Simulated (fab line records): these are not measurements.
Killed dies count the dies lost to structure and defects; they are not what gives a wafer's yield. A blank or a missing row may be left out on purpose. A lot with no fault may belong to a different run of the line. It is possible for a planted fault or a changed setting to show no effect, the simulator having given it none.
fab line records	flow n5-finfet
[record] lots = 5	wafers = 15	last-day = 17
route steps=1938 shown BEOL_M6@1204 PASSIVATION@1936
lots that met no fault: taken from a fault-free run of the same line
start-h: hours from the record's opening day to when the first of the lot's shown wafers began	wait-h: time in hours since the lot's previous step	" repeats the value in the row above	L1.1+2: one row covering several wafers at once	- no value, or no start was given	* or withheld: withheld	< > ~ a bound
route shown NAME@n: a module of which the file shows steps, and the number in the route of the first	usual: average and standard deviation across the fault-free wafers	same: alike in all rows	chamber/n: place in a boat	sites: per-site readings	_std_site: how widely they spread, as a standard deviation	_edge_site: mean of outer sites minus mean of inner sites	radius-mm: how far each site lies from the wafer's centre	mask NAME#n: copy n	behind: the last tool/chamber to shape the wafer	hold: why the lot went on hold/how many hours it stayed there/how the hold came to an end	device: whichever transistor did not switch (one of n, p or np)	end of line: at the end of the route, the tests of the same wafers	a step without rows: its recipe alone	killed: dies that structure and defects cost at the first sort, which is not the same as the wafer's yield	map: a wafer's dies, marking killed ones x, the rest . and places with no die _
set.NAME: setting as actually run; set.NAME@STEP: the setting as run at that earlier step	model.NAME: the simulator's own value behind a step, which no gauge read
lots seen at some steps along the route; tables by step, rows by wafer
services: when a tool's chamber went out of use (start-h, in hours from the record's first day, below 0 if earlier), for how many hours, and the reason
[[steps]]
[step N5_BEOL_M6_EXPOSE_08]
[recipe] mask-id = M6	na = 1.35	source-shape = dipole	sigma-inner = 0.817	sigma-outer = 0.97	polarization = te	dose-mj = 68.25
[step N5_BEOL_M6_PEB_09]
[recipe] peb-temp-c = withheld	peb-time-s = 60	resist = CAR-ArF
[step N5_BEOL_M6_DEVELOP_10]
[recipe] develop-time-s = 30	developer = TMAH	resist = CAR-ArF	rinse-liquid = diw	dry = air-spin	dev-temp-c = 23
[step N5_BEOL_M6_CD_MEAS_11]
[recipe] target-cd-nm = 38.5	landing-energy-ev = 500	detector = se-inlens	polarity = opening
[usual] cd-nm = 38.3/0.57
lot.wafer	tool	chamber	start-h	wait-h	cd-nm
L324.1	cd-sem-01	0	222.39	-	38.7
L324.4	"	0	"	"	38.6
L324.6	"	0	"	"	38.4
L327.2	cd-sem-02	0	226.29	-	38.3
L327.4	"	0	"	"	39.0
L327.5	"	0	"	"	38.1
L336.1	cd-sem-01	0	283.31	-	38.0
L336.2	"	0	"	"	38.7
L336.3	"	0	"	"	38.0
L339.1	cd-sem-02	0	303.14	-	37.9
L339.2	"	0	"	"	37.3
L339.3	"	0	"	"	38.0
L341.2	cd-sem-02	0	310.16	-	37.4
L341.3	"	0	"	"	38.0
L341.4	"	0	"	"	37.4
[step N5_BEOL_M6_OVL_MEAS_12]
[recipe] points-per-wafer = 44
[usual] M6_OVL = 0.1/0.72
[same] points-per-wafer = 44
lot.wafer	tool	chamber	start-h	wait-h	M6_OVL[nm]
L324.1	overlay-02	0	222.42	0.0	-0.5
L324.4	"	0	"	"	0.4
L324.6	"	0	"	"	0.6
L327.2	overlay-01	0	226.32	0.0	-1.4
L327.4	"	0	"	"	-1.5
L327.5	"	0	"	"	-1.0
L336.1	overlay-02	0	283.34	0.0	-0.6
L336.2	"	0	"	"	-0.1
L336.3	"	0	"	"	0.2
L339.1	overlay-01	0	303.18	0.0	0.3
L339.2	"	0	"	"	1.4
L339.3	"	0	"	"	0.5
L341.2	overlay-01	0	310.19	0.0	-0.3
L341.3	"	0	"	"	0.0
L341.4	"	0	"	"	0.5
[step N5_BEOL_M6_INSPECT_13]
[recipe] mode = adi	inspect-instrument = brightfield
[usual] raw-defect-count = 413/92
lot.wafer	tool	chamber	start-h	wait-h	raw-defect-count
L324.1	defect-inspect-02	-	222.45	0.0	421
L324.4	"	-	"	"	439
L324.6	"	-	"	"	520
L327.2	defect-inspect-02	-	226.34	0.0	374
L327.4	"	-	"	"	445
L327.5	"	-	"	"	552
L336.1	defect-inspect-02	-	283.37	0.0	367
L336.2	"	-	"	"	404
L336.3	"	-	"	"	250
L339.1	defect-inspect-01	-	303.20	0.0	579
L339.2	"	-	"	"	560
L339.3	"	-	"	"	318
L341.2	defect-inspect-02	-	310.21	0.0	276
L341.3	"	-	"	"	319
L341.4	"	-	"	"	253
[step N5_BEOL_M6_DESCUM_16]
[recipe] chemistry = O2	time-s = 7.9	source-power-w = 50	bias-power-w = 20	pressure-mtorr = 20	rf-frequency-hz = 2.712e+07	temp-c = 40	resist = CAR-ArF	o2-flow-sccm = 225
[usual] drypump-motor-current-A = 5.8/0.47	oes-product-au = 0.79/0.082	rf-vpp-V = 242.8/1.2	showerhead-plenum-p-Torr = 2.08/0.058	temp-c = 40.03/0.11	throttle-valve-pct = 20.36/0.25
[same] time-s = 7.9
lot.wafer	tool	chamber	start-h	wait-h	drypump-motor-current-A	oes-product-au	rf-hours-counter-h	rf-vpp-V	showerhead-plenum-p-Torr	temp-c	throttle-valve-pct
L324.1	rie-diel-05	3	222.48	0.0	5.6	0.70	212	245.0	2.15	39.93	20.55
L324.4	"	0	"	"	5.5	0.83	66	242.7	2.10	39.95	19.74
L324.6	"	3	"	"	5.6	0.70	-	243.7	2.15	39.91	20.54
L327.2	rie-diel-03	1	227.12	0.8	5.1	0.70	239	243.7	2.08	40.10	20.56
L327.4	"	3	"	"	6.3	0.68	238	241.6	2.06	40.14	20.57
L327.5	"	2	"	"	6.6	0.83	-	242.8	2.04	40.01	20.26
L336.1	rie-diel-05	2	283.40	0.0	5.2	0.75	152	242.7	2.01	40.01	20.13
L336.2	"	0	"	"	5.5	0.81	85	243.5	2.09	40.08	19.79
L336.3	"	3	"	"	5.6	0.68	237	244.7	2.14	40.12	20.58
L339.1	rie-diel-03	0	303.23	0.0	5.8	0.82	80	242.2	2.02	40.09	20.41
L339.2	"	1	"	"	5.1	0.93	8	243.0	2.07	40.07	20.28
L339.3	"	2	"	"	6.6	0.80	99	241.4	2.03	40.07	20.32
L341.2	rie-diel-03	0	310.25	0.0	5.8	0.81	83	242.1	2.02	40.14	20.42
L341.3	"	1	"	"	5.1	0.92	12	242.4	2.07	40.17	20.31
L341.4	"	2	"	"	6.6	0.79	-	242.0	2.03	40.05	20.31
[step N5_BEOL_M6_ETCH_61]
[recipe] chemistry = CF4	target = SiARC	target-depth-a = 455	mask-material = CAR-ArF	time-s = 75.8	ion-energy-ev = 80	pressure-mtorr = 40	source-w = 545	bias-w = 36	Ar_flow_sccm = 100	cf4-flow-sccm = 100	ends = cleared
[usual] drypump-motor-current-A = 5.8/0.47	etch-rf-on-time-s = 75.8/2	oes-product-au = 0.68/0.067	rf-vpp-V = 183.9/1.1	showerhead-plenum-p-Torr = 2.13/0.054	throttle-valve-pct = 15.56/0.23
lot.wafer	tool	chamber	start-h	wait-h	drypump-motor-current-A	etch-rf-on-time-s	oes-product-au	rf-hours-counter-h	rf-vpp-V	showerhead-plenum-p-Torr	throttle-valve-pct
L324.1	rie-diel-05	3	222.52	0.0	5.6	74.6	0.61	212	185.5	2.20	15.83
L324.4	"	0	"	"	5.5	74.4	0.72	66	185.0	2.18	15.14
L324.6	"	3	"	"	5.6	75.7	0.61	-	183.9	2.20	15.83
L327.2	rie-diel-03	1	227.16	0.0	5.1	73.7	0.60	239	183.0	2.11	15.70
L327.4	"	3	"	"	6.3	73.1	0.60	238	183.7	2.11	15.81
L327.5	"	2	"	"	6.6	75.9	0.69	-	183.0	2.09	15.43
L336.1	rie-diel-05	2	283.44	0.0	5.2	78.5	0.63	152	183.8	2.06	15.38
L336.2	"	0	"	"	5.5	75.4	0.70	85	185.6	2.17	15.17
L336.3	"	3	"	"	5.7	75.2	0.60	237	184.3	2.19	15.89
L339.1	rie-diel-03	0	303.27	0.0	5.8	76.2	0.69	80	182.3	2.08	15.58
L339.2	"	1	"	"	5.1	74.8	0.81	8	183.6	2.11	15.28
L339.3	"	2	"	"	6.6	77.0	0.66	99	183.5	2.08	15.48
L341.2	rie-diel-03	0	310.28	0.0	5.8	75.7	0.70	83	184.1	2.07	15.59
L341.3	"	1	"	"	5.2	74.2	0.80	12	184.3	2.10	15.27
L341.4	"	2	"	"	6.6	76.3	0.67	-	185.1	2.08	15.48
[step N5_BEOL_M6_ETCH_62]
[recipe] chemistry = N2/H2	target = SOC	target-depth-a = 1100	overetch-a = 220	mask-material = SiARC	temp-c = 40	time-s = 165	ion-energy-ev = 200	pressure-mtorr = 30	source-w = 840	bias-w = 150	n2-flow-sccm = 200	h2-flow-sccm = 200
[usual] drypump-motor-current-A = 5.8/0.47	oes-product-au = 0.67/0.067	rf-vpp-V = 523.3/2.1	showerhead-plenum-p-Torr = 2.52/0.071	temp-c = 40.00/0.11	throttle-valve-pct = 17.73/0.24
[same] time-s = 165
lot.wafer	tool	chamber	start-h	wait-h	drypump-motor-current-A	oes-product-au	rf-hours-counter-h	rf-vpp-V	showerhead-plenum-p-Torr	temp-c	throttle-valve-pct
L324.1	rie-diel-05	3	222.57	0.0	5.7	0.60	212	526.8	2.62	40.02	17.89
L324.4	"	0	"	"	5.4	0.70	66	524.4	2.57	39.97	17.29
L324.6	"	3	"	"	5.7	0.60	-	526.1	2.62	39.96	17.90
L327.2	rie-diel-03	1	227.22	0.0	5.1	0.59	240	522.7	2.49	40.06	17.73
L327.4	"	3	"	"	6.3	0.58	238	523.2	2.50	40.05	17.96
L327.5	"	2	"	"	6.6	0.69	-	522.6	2.47	39.99	17.71
L336.1	rie-diel-05	2	283.49	0.0	5.2	0.65	152	520.1	2.44	39.80	17.49
L336.2	"	0	"	"	5.5	0.69	85	524.1	2.56	40.04	17.34
L336.3	"	3	"	"	5.6	0.59	237	525.1	2.61	40.04	17.95
L339.1	rie-diel-03	0	303.32	0.0	5.8	0.69	80	521.1	2.47	39.99	17.96
L339.2	"	1	"	"	5.2	0.79	8	523.5	2.48	39.75	17.37
L339.3	"	2	"	"	6.6	0.66	99	520.8	2.46	40.08	17.77
L341.2	rie-diel-03	0	310.34	0.0	5.8	0.68	83	521.5	2.47	39.92	17.94
L341.3	"	1	"	"	5.2	0.79	12	523.0	2.48	40.02	17.39
L341.4	"	2	"	"	6.6	0.66	-	521.5	2.46	40.08	17.76
[step N5_BEOL_M6_STRIP_68]
[recipe] chemistry = N2/H2	temp-c = 40	n2-flow-sccm = 200	h2-flow-sccm = 200	rf-frequency-hz = 6e+07
[step N5_BEOL_M6_STRIP_67]
[recipe] chemistry = CF4	resist = SiARC	power-w = 300	bias-power-w = 75	pressure-mtorr = 50	cf4-flow-sccm = 150	rf-frequency-hz = 6e+07
[step N5_BEOL_M6_HM_OPEN_17]
[recipe] chemistry = Cl2/BCl3	target-depth-a = 200	overetch-a = 60	target = TiN	mask-material = SOC	ion-energy-ev = 150	pressure-mtorr = 10	icp-w = 1000	bias-w = 126	Cl2_flow_sccm = 53.25	bcl3-flow-sccm = 21.75	Ar_flow_sccm = 25
[usual] drypump-motor-current-A = 5.6/0.64	oes-product-au = 0.65/0.083	throttle-valve-pct = 22.28/0.12
lot.wafer	tool	chamber	start-h	wait-h	drypump-motor-current-A	oes-product-au	rf-hours-counter-h	throttle-valve-pct
L324.1	rie-metal-02	0	222.76	0.0	5.3	0.56	95	22.45
L324.4	"	1	"	"	6.4	0.56	-	22.25
L324.6	"	1	"	"	6.4	0.58	-	22.24
L327.2	rie-metal-03	1	227.40	0.0	4.8	0.67	45	22.29
L327.4	"	1	"	"	4.8	0.67	-	22.29
L327.5	"	1	"	"	4.8	0.68	-	22.28
L336.1	rie-metal-03	0	283.68	0.0	6.4	0.72	17	22.43
L336.2	"	0	"	"	6.4	0.72	-	22.42
L336.3	"	0	"	"	6.4	0.72	-	22.43
L339.1	rie-metal-03	1	303.51	0.0	4.8	0.65	50	22.31
L339.2	"	0	"	"	6.4	0.71	20	22.45
L339.3	"	0	"	"	6.4	0.71	-	22.43
L341.2	rie-metal-03	0	310.53	0.0	6.4	0.72	21	22.43
L341.3	"	1	"	"	4.8	0.66	-	22.30
L341.4	"	0	"	"	6.4	0.71	-	22.42
[step N5_BEOL_M6_STRIP_19]
[recipe] chemistry = O2	power-w = 400	temp-c = 40	pressure-mtorr = 30	rf-frequency-hz = 6e+07	bias-power-w = 0	overash-fraction = 0.2	o2-flow-sccm = 225
[usual] drypump-motor-current-A = 5.8/0.43	oes-product-au = 0.81/0.09	rf-vpp-V = 3.7/0.61	showerhead-plenum-p-Torr = 2.11/0.077	temp-c = 39.99/0.12	throttle-valve-pct = 16.64/0.26
lot.wafer	tool	chamber	start-h	wait-h	drypump-motor-current-A	oes-product-au	rf-hours-counter-h	rf-vpp-V	showerhead-plenum-p-Torr	temp-c	throttle-valve-pct
L324.1	rie-diel-05	1	222.87	0.1	5.8	0.88	35	2.8	2.05	40.08	16.66
L324.4	"	0	"	"	5.5	0.83	66	4.0	2.10	39.94	16.03
L324.6	"	2	"	"	5.2	0.77	-	2.8	2.02	39.91	16.38
L327.2	rie-diel-05	2	227.54	0.1	5.2	0.77	129	3.8	2.02	39.82	16.37
L327.4	"	1	"	"	5.8	0.89	37	3.9	2.05	40.03	16.67
L327.5	"	3	"	"	5.7	0.69	-	3.6	2.16	39.97	16.86
L336.1	rie-diel-04	0	284.03	0.3	5.7	0.88	46	4.4	2.04	39.97	16.72
L336.2	"	3	"	"	5.9	0.99	3	3.8	2.15	40.10	16.59
L336.3	"	1	"	"	6.4	0.82	75	3.8	2.22	39.78	16.89
L339.1	rie-diel-04	1	303.63	0.1	6.4	0.83	81	4.3	2.22	40.05	16.90
L339.2	"	3	"	"	5.9	0.95	9	4.0	2.15	40.03	16.60
L339.3	"	0	"	"	5.7	0.87	53	2.7	2.04	40.17	16.72
L341.2	rie-diel-05	3	310.64	0.1	5.6	0.67	247	3.9	2.14	40.03	16.91
L341.3	"	2	"	"	5.2	0.73	159	3.1	2.01	39.86	16.41
L341.4	"	1	"	"	5.8	0.84	63	3.9	2.04	39.98	16.72
[step N5_BEOL_M6_CD_MEAS_18]
[recipe] pitch-nm = 80	target-cd-nm = 40
[usual] cd-nm = 39.9/0.68
lot.wafer	tool	chamber	start-h	wait-h	cd-nm
L324.1	cd-sem-03	-	222.94	0.0	40.4
L324.4	"	-	"	"	40.5
L324.6	"	-	"	"	40.3
L327.2	cd-sem-03	-	227.61	0.1	39.9
L327.4	"	-	"	"	40.5
L327.5	"	-	"	"	39.2
L336.1	cd-sem-03	-	284.10	0.1	39.6
L336.2	"	-	"	"	39.6
L336.3	"	-	"	"	39.5
L339.1	cd-sem-02	-	303.71	0.1	38.5
L339.2	"	-	"	"	38.7
L339.3	"	-	"	"	39.1
L341.2	cd-sem-01	-	310.71	0.1	39.8
L341.3	"	-	"	"	40.0
L341.4	"	-	"	"	39.2
[step N5_BEOL_M6_COAT_63]
[recipe] resist = SOC	temp-c = 250	time-s = 60	spin-rpm = 1500	resist-thk-nm = 60
[step N5_BEOL_M6_COAT_64]
[recipe] resist = SiARC	temp-c = 220	time-s = 60	spin-rpm = 1500	resist-thk-nm = 12
[step N5_BEOL_M6_COAT_71]
[recipe] resist = underlayer	temp-c = 205	time-s = 60	spin-rpm = 1500	resist-thk-nm = 5
[step N5_BEOL_M6_COAT_22]
[recipe] resist = CAR-EUV	spin-rpm = 1500	resist-thk-nm = 30
[step N5_BEOL_M6_EBR_24]
[recipe] solvent = PGMEA	ebr-width-mm = 1.5
[step N5_BEOL_M6_SOFTBAKE_23]
[recipe] temp-c = 110	time-s = 60	resist = CAR-EUV
[step N5_BEOL_M6_EXPOSE_25]
[recipe] mask-id = V5	na = 0.33	source-shape = annular	sigma-inner = 0.4	sigma-outer = 0.8	polarization = unpolarized	target-cd-nm = 40	dose-mj = 45
[step N5_BEOL_M6_PEB_26]
[recipe] peb-temp-c = 100	peb-time-s = 60	resist = CAR-EUV
[step N5_BEOL_M6_DEVELOP_27]
[recipe] develop-time-s = 30	developer = TMAH	resist = CAR-EUV	rinse-liquid = surfactant-rinse	dry = air-spin	dev-temp-c = 23
[step N5_BEOL_M6_CD_MEAS_28]
[recipe] target-cd-nm = 40	landing-energy-ev = 500	detector = se-inlens
[usual] cd-nm = 40.03/0.24
lot.wafer	tool	chamber	start-h	wait-h	cd-nm
L324.1	cd-sem-03	0	225.27	-	40.04
L324.4	"	0	"	"	39.78
L324.6	"	0	"	"	40.18
L327.2	cd-sem-03	0	229.79	-	40.39
L327.4	"	0	"	"	39.83
L327.5	"	0	"	"	40.00
L336.1	cd-sem-03	0	285.30	-	40.29
L336.2	"	0	"	"	40.26
L336.3	"	0	"	"	40.30
L339.1	cd-sem-02	0	304.38	-	39.61
L339.2	"	0	"	"	39.72
L339.3	"	0	"	"	40.05
L341.2	cd-sem-02	0	311.06	-	40.11
L341.3	"	0	"	"	39.74
L341.4	"	0	"	"	39.44
[step N5_BEOL_M6_OVL_MEAS_29]
[recipe] points-per-wafer = 522
[usual] V5_OVL = 0.1/0.64
[same] points-per-wafer = 522
lot.wafer	tool	chamber	start-h	wait-h	V5_OVL[nm]
L324.1	overlay-01	0	225.31	0.0	-0.3
L324.4	"	0	"	"	0.2
L324.6	"	0	"	"	-0.3
L327.2	overlay-01	0	229.82	0.0	0.5
L327.4	"	0	"	"	-0.1
L327.5	"	0	"	"	-0.8
L336.1	overlay-01	0	285.33	0.0	-0.1
L336.2	"	0	"	"	0.5
L336.3	"	0	"	"	0.6
L339.1	overlay-02	0	304.41	0.0	1.0
L339.2	"	0	"	"	0.6
L339.3	"	0	"	"	0.8
L341.2	overlay-01	0	311.09	0.0	0.6
L341.3	"	0	"	"	0.8
L341.4	"	0	"	"	0.7
[step N5_BEOL_M6_INSPECT_30]
[recipe] mode = adi	inspect-instrument = brightfield
[usual] raw-defect-count = 421/93
lot.wafer	tool	chamber	start-h	wait-h	raw-defect-count
L324.1	defect-inspect-02	-	225.36	0.1	441
L324.4	"	-	"	"	425
L324.6	"	-	"	"	494
L327.2	defect-inspect-01	-	229.88	0.0	426
L327.4	"	-	"	"	1408
L327.5	"	-	"	"	598
L336.1	defect-inspect-01	-	285.39	0.1	412
L336.2	"	-	"	"	456
L336.3	"	-	"	"	270
L339.1	defect-inspect-01	-	304.47	0.1	559
L339.2	"	-	"	"	576
L339.3	"	-	"	"	333
L341.2	defect-inspect-01	-	311.14	0.0	294
L341.3	"	-	"	"	364
L341.4	"	-	"	"	269
[step N5_BEOL_M6_DESCUM_33]
[recipe] chemistry = O2	time-s = 7	source-power-w = 50	bias-power-w = 20	pressure-mtorr = 20	rf-frequency-hz = 2.712e+07	temp-c = 40	resist = CAR-EUV	o2-flow-sccm = 225
[usual] drypump-motor-current-A = 5.9/0.43	oes-product-au = 0.82/0.086	rf-vpp-V = 243.3/1.4	showerhead-plenum-p-Torr = 2.10/0.08	temp-c = 40.02/0.11	throttle-valve-pct = 20.41/0.25
[same] time-s = 7
lot.wafer	tool	chamber	start-h	wait-h	drypump-motor-current-A	oes-product-au	rf-hours-counter-h	rf-vpp-V	showerhead-plenum-p-Torr	temp-c	throttle-valve-pct
L324.1	rie-diel-03	1	226.11	0.7	5.1	0.70	239	243.0	2.08	39.99	20.54
L324.4	"	0	"	"	5.8	0.84	55	242.8	2.03	40.00	20.39
L324.6	"	0	"	"	5.8	0.84	-	242.7	2.03	39.87	20.39
L327.2	rie-diel-04	3	230.36	0.5	6.0	0.68	245	243.3	2.15	40.05	20.83
L327.4	"	0	"	"	5.6	0.91	25	243.7	2.04	40.09	20.50
L327.5	"	3	"	"	5.9	0.68	-	244.7	2.15	40.08	20.84
L336.1	rie-diel-04	1	285.77	0.4	6.4	0.84	76	246.7	2.22	39.99	20.69
L336.2	"	3	"	"	6.0	0.98	4	243.9	2.14	39.97	20.41
L336.3	"	0	"	"	5.7	0.88	47	243.4	2.03	40.15	20.54
L339.1	rie-diel-04	2	304.50	0.0	5.9	0.91	37	245.3	2.25	40.11	20.11
L339.2	"	3	"	"	6.0	0.96	9	242.6	2.14	40.17	20.39
L339.3	"	0	"	"	5.7	0.87	53	241.5	2.03	40.02	20.53
L341.2	rie-diel-04	0	311.18	0.0	5.7	0.87	56	242.8	2.03	40.01	20.54
L341.3	"	3	"	"	5.9	0.94	11	244.6	2.14	40.03	20.42
L341.4	"	1	"	"	6.4	0.83	85	245.0	2.22	40.00	20.71
[step N5_PASSIVATION_PROBE_49]
[usual] defect-limited-yield = 91.4/1.6	killed_at_M0_to_M3 = 34/10	killed_at_M4_up = 12/4.8	killed-at-contacts = 11/6.2	killed-at-front-end = 39/13	killed-at-other = 4/3.1	killed-dies = 101/19	killed-on-rim = 13/4.1	killed-open = 67/14	killed-short = 32/8.3	sort_bin_5_function = 5.0/1	sort_bin_6_memory = 3.2/0.76	sort-n-pass = 1079/19	sort-yield-pct = 91.4/1.6
[same] gross-dies = 1180	killed-at-back-side = 0	sort_bin_4_leakage[%] = 0	sort_bin_8_speed[%] = 0
lot.wafer	tool	chamber	start-h	wait-h	defect-limited-yield[%]	killed_at_M0_to_M3	killed_at_M4_up	killed-at-contacts	killed-at-front-end	killed-at-other	killed-dies	killed-on-rim	killed-open	killed-short	sort_bin_5_function[%]	sort_bin_6_memory[%]	sort-n-pass	sort-yield-pct[%]
L327.2	prober-01	-	320.99	0.1	91.7	45	6	17	27	3	98	11	71	26	5.7	2.5	1082	91.7
L327.4	prober-01	-	321.09	0.2	83.9	47	96	22	24	1	190	30	69	34	10.3	3.8	990	83.9
L327.5	prober-01	-	321.14	0.2	94.1	15	5	19	26	5	70	8	52	17	3.1	2.5	1110	94.1
L339.1	prober-02	-	392.36	0.0	92.8	26	9	14	33	3	85	10	60	23	4.3	2.4	1095	92.8
L339.3	prober-02	-	392.46	0.1	91.0	16	25	19	39	7	106	14	80	24	5.4	3.3	1074	91.0
// killed by level:class
L327.2 MOL_CONTACT_COAG:geometric-particle:open=13 BEOL_M0_SAQP:geometric-particle:open=10 BEOL_M3:geometric-particle:open=8 FIN_SAQP:geometric-particle:open=7 STI_FIN_REVEAL:geometric-particle:open=6 BEOL_M0:geometric-particle:open=6 BEOL_M1:geometric-particle:open=6 BEOL_M0_SAQP:geometric-particle:short=5
L327.4 BEOL_M6:unspecified=86 MOL_CONTACT_COAG:geometric-particle:open=16 BEOL_M3:geometric-particle:open=10 BEOL_M2:geometric-particle:open=9 BEOL_M1:geometric-particle:open=8 MOL_CONTACT_COAG:geometric-particle:short=6 BEOL_M0_SAQP:geometric-particle:short=6 BEOL_M0_SAQP:geometric-particle:open=4
L327.5 MOL_CONTACT_COAG:geometric-particle:open=17 DUMMY_GATE:geometric-particle:open=6 FIN_SAQP:geometric-particle:short=5 BEOL_M0:geometric-particle:open=4 DUMMY_GATE:geometric-particle:short=3 GATE_CUT:geometric-particle:open=3 BEOL_M0_SAQP:geometric-particle:open=3 BEOL_M2:geometric-particle:open=3
L339.1 MOL_CONTACT_COAG:geometric-particle:open=11 BEOL_M2:geometric-particle:open=10 FIN_SAQP:geometric-particle:short=9 STI_FIN_REVEAL:geometric-particle:open=9 FIN_SAQP:geometric-particle:open=8 BEOL_M0_SAQP:geometric-particle:open=5 BEOL_M0:geometric-particle:open=4 MOL_CONTACT_COAG:geometric-particle:short=3
L339.3 MOL_CONTACT_COAG:geometric-particle:open=18 BEOL_M4:geometric-particle:open=15 STI_FIN_REVEAL:geometric-particle:open=13 BEOL_M1:geometric-particle:open=8 FIN_SAQP:geometric-particle:open=7 FIN_SAQP:geometric-particle:short=5 STARTING-WAFER:geometric-particle:open=4 GATE_CUT:geometric-particle:short=3
// map L327.4 (x killed, . not)
_________________.........x.x________________
______________.................._____________
___________..x.x.............x.....__________
__________......................x..._________
________.....xx......x.........x......_______
_______.................x...x.........x______
______.x....x...x.....xx..x............._____
_____.......x.x..............x....x....x.____
____......xx.............x................___
___..x..x..........x.............x..x..x...__
___...........xx.....x...x.................__
__.............x....x..x...x.........x....x._
__...........x.x..x...x....................._
_............x...........x.............x..x..
_x..........x....x......................x....
_..x.......x......x.....................x....
_.....x.....x..........x....xx..............x
_...........xx...........x......x............
_.....x..x.......x................x...x.x....
_.....x........x.x....................xx.....
_...................x..................xx....
__.......x.x...x............x..............._
__.........................................._
___...........x............................__
___......xx.......xx....x..................__
____..............x.x.....................___
_____.x.....xxxx.xxx..xx...x........x....____
______....xxxxxxxxx.x......x...x........_____
_______.x.xxxxxxxxxxxxxx..x............______
________x.xxxxxxxxxxxxx..........x...._______
__________xxxxxxxxxxxxx............._________
___________xxxxxxxxxxx.x.x.........__________
______________xxxxxxx..........._____________
_________________xxxxxx....x.________________
// map L324.4 (x killed, . not)
_________________x......x....________________
______________.......x........x._____________
___________..............x.........__________
__________.....x.....x.............x_________
________........x...x...........x..x.._______
_______.......x.......x................______
______.............x....x.......x...x..x_____
_____x................x.....x............____
____.x..x.......................x..x......___
___....................x..x.........x.....x__
___.......x.....xx.....x.............x.x...__
__.......x.....x..............x............._
__...x........x.......x.........x..........._
_...........x.x.......................x......
_....x.x............x......x..x..........x...
_...........x..........x....x.x.........x..x.
_...............x....................x.......
_......x................x.x......x.......x.xx
_x..............x.........x...x..............
_..................x.x..........x...x........
_......x...........x.........................
__......xx....x........................x...._
__.x..x............x....xx.................._
___........xx..........x..........x.x..x...__
___..............x......................x..__
____..x.x................x....x....x.x....___
_____...........x...x.........xx.........____
______........x.xx.........x............_____
_______x.....x..........x..............______
________.....x...x...........x...x...._______
__________.............x.x.........._________
___________.........x.....x...x....__________
______________..x..............._____________
_________________.....x......________________
[[services]]
tool	chamber	start-h	hours	kind
rie-diel-04	3	246.40	-	clean
rie-diel-04	3	246.40	-	consumable-replace:focus-ring
rie-diel-04	3	246.40	26.4	scheduled-down
rie-diel-04	3	246.40	26.4	vent-cycle
rie-diel-03	1	260.72	-	clean
rie-diel-03	1	260.72	-	consumable-replace:focus-ring
rie-diel-03	1	260.72	19.1	scheduled-down
rie-diel-03	1	260.72	19.1	vent-cycle
rie-diel-05	1	269.99	15.2	repair
rie-metal-02	-	282.64	0.4	repair
rie-diel-03	3	293.99	9.0	repair
rie-diel-04	3	294.36	5.3	repair
rie-diel-05	-	294.65	0.6	repair
rie-diel-05	2	295.50	9.8	repair
[[key]]
[first-sign] step = N5_BEOL_M6_INSPECT_30	reading = raw-defect-count	direction = up	sigmas = 11	usual = 421	struck = 1408
[effect] step = N5_PASSIVATION_PROBE_49	reading = killed_at_M4_up	direction = up	sigmas = 17	usual = 12	struck = 96
[more-kills-born-at] N5_BEOL_M6_STRIP_19@rie-diel-05 = 85
met-at N5_BEOL_M6_STRIP_19
struck-wafers L327.4
onset-between 222.87 227.54
[fault] kind = chamber-particle-source	tool = rie-diel-05	chamber = 1	onset-h = 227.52	steps = N5_BEOL_M6_STRIP_19	rate-per-visit-cm2 = 1.423	end-h = 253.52
